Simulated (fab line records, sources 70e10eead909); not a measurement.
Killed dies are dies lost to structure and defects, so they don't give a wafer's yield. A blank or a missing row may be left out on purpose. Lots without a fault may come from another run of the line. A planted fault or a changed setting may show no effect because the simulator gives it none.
A struck lot beside a sound one | flow nand_harc | 20 steps out of a route of 1302
Sound: wafers L622.3, L622.4, L622.6. Struck: wafers L626.2, L626.3, L626.6. The cause comes at the end.
At each step with rows: each side's tool, then ch and its chambers, then its first start. Under that, the readings that differ: sound wafers | struck wafers | difference of the means | sigmas: that difference in standard deviations of wafers without a fault.
alike: readings whose means differ by less than 2 such deviations, and words and numbers that are the same on both sides. not compared: withheld readings, readings that some wafer has no value for, bounds like >300 that may hide the same value, and numbers for which the record gives no deviation and whose values overlap.
The two part at a step that has a row with sigmas, a row that says differs or no value, or rows on one side only. Numbers that don't overlap but have no deviation are shown without sigmas and don't part them. A reading that every wafer of one side lacks parts them only if that side has two wafers or more.

NHARC_P_ZERO_WELL_CD_MEAS_37: target cd 720 nm.
  sound on cd_sem-01 ch 0, day 3 16:15; struck on cd_sem-03 ch 0, day 5 08:24
  alike: cd_nm
then, 1 step without rows for these wafers: NHARC_P_ZERO_WELL_HARDBAKE_38 (time 80 s).
NHARC_P_ZERO_WELL_DESCUM_39: chemistry O2, time 3 s.
  sound on rie_diel-03 ch 0,2,3, day 3 16:25; struck on rie_diel-12 ch 2,3, day 5 08:34
  alike: chamber_pressure_mTorr, drypump_motor_current_A, oes_product_au, rf_vpp_V, showerhead_plenum_p_Torr, throttle_valve_pct
  not compared: rf_hours_counter_h
then, 9 steps without rows for these wafers: NHARC_P_ZERO_WELL_IMPLANT_40; NHARC_P_ZERO_WELL_IMPLANT_59; NHARC_P_ZERO_WELL_IMPLANT_60; NHARC_P_ZERO_WELL_STRIP_41 (strips in SPM, time 840 s); NHARC_P_ZERO_WELL_DEHYDRATE_44 (time 120 s); NHARC_P_ZERO_WELL_HMDS_45 (time 30 s); NHARC_P_ZERO_WELL_COAT_46; NHARC_P_ZERO_WELL_SOFTBAKE_47 (time 95 s); NHARC_P_ZERO_WELL_EBR_48.
NHARC_P_ZERO_WELL_EXPOSE_49: exposes mask P HVPW, target cd 2000 nm.
  sound on krf_scanner-02 ch 0, day 3 17:44; struck on krf_scanner-01 ch 0, day 5 09:53
  reading | sound                      | struck                              | difference | sigmas
  mask    | P_HVPW#0 P_HVPW#0 P_HVPW#0 | P_HVPW_R1#0 P_HVPW_R1#0 P_HVPW_R1#0 | differs    |
  alike: focus_offset_nm
then, 2 steps without rows for these wafers: NHARC_P_ZERO_WELL_PEB_50 (peb time 85 s); NHARC_P_ZERO_WELL_DEVELOP_51 (time 70 s).
NHARC_P_ZERO_WELL_CD_MEAS_52: target cd 2000 nm.
  sound on cd_sem-03 ch 0, day 3 17:53; struck on cd_sem-03 ch 0, day 5 10:02
  reading    | sound                | struck               | difference | sigmas
  cd_nm (nm) | 2000.7 1998.5 1999.8 | 1988.3 1989.0 1990.3 | -10.5      | -6
then, 1 step without rows for these wafers: NHARC_P_ZERO_WELL_HARDBAKE_53 (time 80 s).
NHARC_P_ZERO_WELL_DESCUM_54: chemistry O2, time 3 s.
  sound on rie_diel-12 ch 0,1,2, day 3 18:04; struck on rie_diel-05 ch 1,2,3, day 5 10:13
  reading                      | sound          | struck         | difference | sigmas
  model.P_ZERO_WELL.cd_nm (nm) | 2001 1998 1999 | 1988 1989 1990 | -10        |
  alike: chamber_pressure_mTorr, drypump_motor_current_A, oes_product_au, rf_vpp_V, showerhead_plenum_p_Torr, throttle_valve_pct
  not compared: rf_hours_counter_h
then, 1 step without rows for these wafers: NHARC_P_ZERO_WELL_IMPLANT_55.
-- the record jumps here: 22 days lie between the struck wafers' starts before and after (it left off in module P_ZERO_WELL and takes up again in module END, whose first step shown is number 1302 of the route) --
NHARC_END_SORT_01:
  the record has rows for the struck wafers here (prober-01 ch 0, day 27 16:44) and none for the sound ones

WHERE THEY PART
First at NHARC_P_ZERO_WELL_EXPOSE_49; last, within this record, at NHARC_END_SORT_01.

WHY: what the simulator had put in
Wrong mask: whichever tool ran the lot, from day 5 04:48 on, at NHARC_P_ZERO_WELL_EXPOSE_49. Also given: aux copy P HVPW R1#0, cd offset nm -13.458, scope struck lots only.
